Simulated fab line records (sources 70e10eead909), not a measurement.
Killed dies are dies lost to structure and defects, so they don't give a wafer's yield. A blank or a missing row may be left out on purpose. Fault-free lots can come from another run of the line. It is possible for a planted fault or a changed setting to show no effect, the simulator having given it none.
Which tool is to blame? / flow nandHarc / 15 lots with 42 wafers sampled at 5 steps, on a route of 1302 steps

WHAT THE GAUGES READ, wafer by wafer
NHARC_A_DECK1_JOINT_INSPECT_05.
lot=L227; measured=day 12 13:41; on=defectInspect-01; rawDefectCount=306 182 166
lot=L228; measured=day 12 13:42; on=defectInspect-02; rawDefectCount=687 556 337
lot=L233; measured=day 14 11:46; on=defectInspect-02; rawDefectCount=346 304
lot=L235; measured=day 15 10:10; on=defectInspect-02; rawDefectCount=340 339
lot=L237; measured=day 16 02:56; on=defectInspect-01; rawDefectCount=296 268
lot=L241; measured=day 18 09:41; on=defectInspect-02; rawDefectCount=274 324 248
lot=L240; measured=day 18 09:52; on=defectInspect-01; rawDefectCount=288 295 574
lot=L242; measured=day 18 18:07; on=defectInspect-02; rawDefectCount=163 162 289
lot=L243; measured=day 19 06:23; on=defectInspect-01; rawDefectCount=427 407 601
lot=L245; measured=day 19 13:02; on=defectInspect-01; rawDefectCount=303 513 404
lot=L244; measured=day 19 13:02; on=defectInspect-02; rawDefectCount=224 532 329
lot=L246; measured=day 20 12:32; on=defectInspect-02; rawDefectCount=220 270 199
lot=L249; measured=day 21 06:19; on=defectInspect-02; rawDefectCount=210 304 225
lot=L247; measured=day 21 06:20; on=defectInspect-02; rawDefectCount=207 275 256
lot=L248; measured=day 21 20:07; on=defectInspect-02; rawDefectCount=308 545 387

NHARC_A_ONON_D2_THK_MEAS_02: measures by ellipsometry.
lot=L227; measured=day 12 14:25; on=filmMetro-01; thkNm (nm)=996 996 995
lot=L228; measured=day 12 14:25; on=filmMetro-02; thkNm (nm)=998 999 997
lot=L233; measured=day 14 12:20; on=filmMetro-02; thkNm (nm)=992 992
lot=L235; measured=day 15 10:44; on=filmMetro-02; thkNm (nm)=995 993
lot=L237; measured=day 16 03:30; on=filmMetro-01; thkNm (nm)=1013 1014
lot=L241; measured=day 18 10:16; on=filmMetro-02; thkNm (nm)=1029 1028 1030
lot=L240; measured=day 18 10:26; on=filmMetro-01; thkNm (nm)=1004 1003 1006
lot=L242; measured=day 18 18:41; on=filmMetro-01; thkNm (nm)=1001 1002 1002
lot=L243; measured=day 19 06:58; on=filmMetro-02; thkNm (nm)=997 998 999
lot=L245; measured=day 19 13:37; on=filmMetro-01; thkNm (nm)=1016 1017 1015
lot=L244; measured=day 19 13:37; on=filmMetro-02; thkNm (nm)=1005 1004 1004
lot=L246; measured=day 20 13:07; on=filmMetro-01; thkNm (nm)=994 996 997
lot=L249; measured=day 21 06:53; on=filmMetro-02; thkNm (nm)=1004 1005 1004
lot=L247; measured=day 21 06:55; on=filmMetro-02; thkNm (nm)=989 989 990
lot=L248; measured=day 21 20:58; on=filmMetro-02; thkNm (nm)=993 992 994

NHARC_A_ONON_D2_THK_MEAS_14: measures by ellipsometry.
lot=L227; measured=day 12 16:41; on=filmMetro-02; thkNm (nm)=996 996 994
lot=L228; measured=day 12 16:41; on=filmMetro-01; thkNm (nm)=1014 1016 1015
lot=L233; measured=day 14 14:37; on=filmMetro-01; thkNm (nm)=722 995
lot=L235; measured=day 15 13:02; on=filmMetro-02; thkNm (nm)=1013 744
lot=L237; measured=day 16 05:47; on=filmMetro-02; thkNm (nm)=735 1008
lot=L241; measured=day 18 12:32; on=filmMetro-02; thkNm (nm)=993 992 993
lot=L240; measured=day 18 12:43; on=filmMetro-02; thkNm (nm)=994 994 996
lot=L242; measured=day 18 20:57; on=filmMetro-02; thkNm (nm)=1013 1015 1015
lot=L243; measured=day 19 09:14; on=filmMetro-01; thkNm (nm)=999 1000 997
lot=L245; measured=day 19 15:55; on=filmMetro-02; thkNm (nm)=994 994 995
lot=L244; measured=day 19 15:52; on=filmMetro-02; thkNm (nm)=1003 1005 1004
lot=L246; measured=day 20 15:23; on=filmMetro-01; thkNm (nm)=984 983 983
lot=L249; measured=day 21 09:10; on=filmMetro-01; thkNm (nm)=979 976 979
lot=L247; measured=day 21 09:13; on=filmMetro-02; thkNm (nm)=1003 1002 1002
lot=L248; measured=day 21 23:14; on=filmMetro-02; thkNm (nm)=1001 1001 1001

EACH LOT AND THE TOOL THAT RAN IT (in order: tool; ch and the chambers of the sampled wafers; start)
lot=L227; NHARC_A_DECK1_JOINT_CMP_13=cmp-03 ch 2,3, day 11 12:35; NHARC_A_ONON_D2_DEP_12=pecvdOnon-04 ch 0, day 12 16:14
lot=L228; NHARC_A_DECK1_JOINT_CMP_13=cmp-01 ch 0,1,2, day 11 12:38; NHARC_A_ONON_D2_DEP_12=pecvdOnon-02 ch 0, day 12 16:14
lot=L233; NHARC_A_DECK1_JOINT_CMP_13=cmp-01 ch 0,1, day 13 11:17; NHARC_A_ONON_D2_DEP_12=pecvdOnon-02 ch 0, day 14 14:09
lot=L235; NHARC_A_DECK1_JOINT_CMP_13=cmp-01 ch 2,3, day 14 10:31; NHARC_A_ONON_D2_DEP_12=pecvdOnon-02 ch 0, day 15 12:30
lot=L237; NHARC_A_DECK1_JOINT_CMP_13=cmp-01 ch 3, day 15 02:54; NHARC_A_ONON_D2_DEP_12=pecvdOnon-02 ch 0, day 16 05:20
lot=L241; NHARC_A_DECK1_JOINT_CMP_13=cmp-01 ch 1,2,3, day 17 10:10; NHARC_A_ONON_D2_DEP_12=pecvdOnon-01 ch 0, day 18 12:02
lot=L240; NHARC_A_DECK1_JOINT_CMP_13=cmp-03 ch 0,1, day 17 10:11; NHARC_A_ONON_D2_DEP_12=pecvdOnon-02 ch 0, day 18 12:16
lot=L242; NHARC_A_DECK1_JOINT_CMP_13=cmp-01 ch 0,2,3, day 17 15:17; NHARC_A_ONON_D2_DEP_12=pecvdOnon-02 ch 0, day 18 20:26
lot=L243; NHARC_A_DECK1_JOINT_CMP_13=cmp-01 ch 1,2, day 18 00:06; NHARC_A_ONON_D2_DEP_12=pecvdOnon-02 ch 0, day 19 08:50
lot=L245; NHARC_A_DECK1_JOINT_CMP_13=cmp-01 ch 2,3, day 18 14:47; NHARC_A_ONON_D2_DEP_12=pecvdOnon-01 ch 0, day 19 15:23
lot=L244; NHARC_A_DECK1_JOINT_CMP_13=cmp-03 ch 0,1,2, day 18 14:51; NHARC_A_ONON_D2_DEP_12=pecvdOnon-04 ch 0, day 19 15:25
lot=L246; NHARC_A_DECK1_JOINT_CMP_13=cmp-03 ch 1,3, day 19 11:41; NHARC_A_ONON_D2_DEP_12=pecvdOnon-04 ch 0, day 20 14:52
lot=L249; NHARC_A_DECK1_JOINT_CMP_13=cmp-04 ch 2,3, day 20 07:46; NHARC_A_ONON_D2_DEP_12=pecvdOnon-02 ch 0, day 21 08:46
lot=L247; NHARC_A_DECK1_JOINT_CMP_13=cmp-03 ch 1,2,3, day 20 07:47; NHARC_A_ONON_D2_DEP_12=pecvdOnon-04 ch 0, day 21 08:40
lot=L248; NHARC_A_DECK1_JOINT_CMP_13=cmp-03 ch 1,2,3, day 20 16:07; NHARC_A_ONON_D2_DEP_12=pecvdOnon-01 ch 0, day 21 22:44
- NHARC_A_DECK1_JOINT_CMP_13: polishes, target thk 51.023 nm.
- NHARC_A_ONON_D2_DEP_12: target thk 1000 nm.

WHAT THE TOOLS THEMSELVES READ (means of the sampled wafers that have a number; where no wafer has one, the mark that the record gives instead)
NHARC_A_DECK1_JOINT_CMP_13.
lot=L227; tool=cmp-03; motorCurrentA (A)=13.8; slurryFlowMlMin=149.7; timeToEndpointS (s)=9.2
lot=L228; tool=cmp-01; motorCurrentA (A)=11.4; slurryFlowMlMin=149.7; timeToEndpointS (s)=10.2
lot=L233; tool=cmp-01; motorCurrentA (A)=12.1; slurryFlowMlMin=149.6; timeToEndpointS (s)=10.7
lot=L235; tool=cmp-01; motorCurrentA (A)=10.4; slurryFlowMlMin=150.6; timeToEndpointS (s)=7.3
lot=L237; tool=cmp-01; motorCurrentA (A)=10.8; slurryFlowMlMin=149.9; timeToEndpointS (s)=10.7
lot=L241; tool=cmp-01; motorCurrentA (A)=11.0; slurryFlowMlMin=149.6; timeToEndpointS (s)=12.6
lot=L240; tool=cmp-03; motorCurrentA (A)=11.5; slurryFlowMlMin=150.1; timeToEndpointS (s)=5.3
lot=L242; tool=cmp-01; motorCurrentA (A)=10.8; slurryFlowMlMin=150.1; timeToEndpointS (s)=9.0
lot=L243; tool=cmp-01; motorCurrentA (A)=11.5; slurryFlowMlMin=149.9; timeToEndpointS (s)=12.8
lot=L245; tool=cmp-01; motorCurrentA (A)=10.9; slurryFlowMlMin=149.9; timeToEndpointS (s)=9.4
lot=L244; tool=cmp-03; motorCurrentA (A)=11.9; slurryFlowMlMin=150.3; timeToEndpointS (s)=11.0
lot=L246; tool=cmp-03; motorCurrentA (A)=13.1; slurryFlowMlMin=150.2; timeToEndpointS (s)=8.4
lot=L249; tool=cmp-04; motorCurrentA (A)=12.0; slurryFlowMlMin=150.2; timeToEndpointS (s)=10.0
lot=L247; tool=cmp-03; motorCurrentA (A)=13.1; slurryFlowMlMin=150.1; timeToEndpointS (s)=6.7
lot=L248; tool=cmp-03; motorCurrentA (A)=13.5; slurryFlowMlMin=150.0; timeToEndpointS (s)=10.7

NHARC_A_ONON_D2_DEP_12.
lot=L227; tool=pecvdOnon-04; susceptorTempC (C)=400.01
lot=L228; tool=pecvdOnon-02; susceptorTempC (C)=400.12
lot=L233; tool=pecvdOnon-02; susceptorTempC (C)=400.00
lot=L235; tool=pecvdOnon-02; susceptorTempC (C)=400.09
lot=L237; tool=pecvdOnon-02; susceptorTempC (C)=399.68
lot=L241; tool=pecvdOnon-01; susceptorTempC (C)=399.80
lot=L240; tool=pecvdOnon-02; susceptorTempC (C)=399.96
lot=L242; tool=pecvdOnon-02; susceptorTempC (C)=399.95
lot=L243; tool=pecvdOnon-02; susceptorTempC (C)=399.87
lot=L245; tool=pecvdOnon-01; susceptorTempC (C)=400.09
lot=L244; tool=pecvdOnon-04; susceptorTempC (C)=399.78
lot=L246; tool=pecvdOnon-04; susceptorTempC (C)=399.95
lot=L249; tool=pecvdOnon-02; susceptorTempC (C)=400.09
lot=L247; tool=pecvdOnon-04; susceptorTempC (C)=400.04
lot=L248; tool=pecvdOnon-01; susceptorTempC (C)=400.04

THE ANSWER, worked out from the rows above alone
Rule: usual is defined by the lots themselves. The widest of any qualifying gaps counts: lots, ordered by their means at a reading, are off when they make up no more than a third of the lots, leave a main group of 4 or more, and stand apart from it by 3 or more times the standard deviation of that group's means. Not used: any main group whose means are identical at the precision the tables above print for the reading. Also off: a lot with no number at a reading for which 4 or more lots have one. Any other lot the step has rows for is counted as sound. After the gauges, taken in route order, come the tools' own readings; for these a lot's mean is taken, as printed above. The first step at which some lot is off is used, and at that step the reading that is off furthest; a lot without a number counts as furthest.
Off, at NHARC_A_ONON_D2_THK_MEAS_14 on thkNm: L233, L235, L237. For the main group the mean is 998 nm and the standard deviation 10.
If a tool, at a process step before that reading, ran all the lots that are off and no sound lot after the first of them, it fits. The gauges at NHARC_A_ONON_D2_THK_MEAS_14 are tried like those tools. Not one of the candidates tried fits.

WHAT THE SIMULATOR HAD PUT IN
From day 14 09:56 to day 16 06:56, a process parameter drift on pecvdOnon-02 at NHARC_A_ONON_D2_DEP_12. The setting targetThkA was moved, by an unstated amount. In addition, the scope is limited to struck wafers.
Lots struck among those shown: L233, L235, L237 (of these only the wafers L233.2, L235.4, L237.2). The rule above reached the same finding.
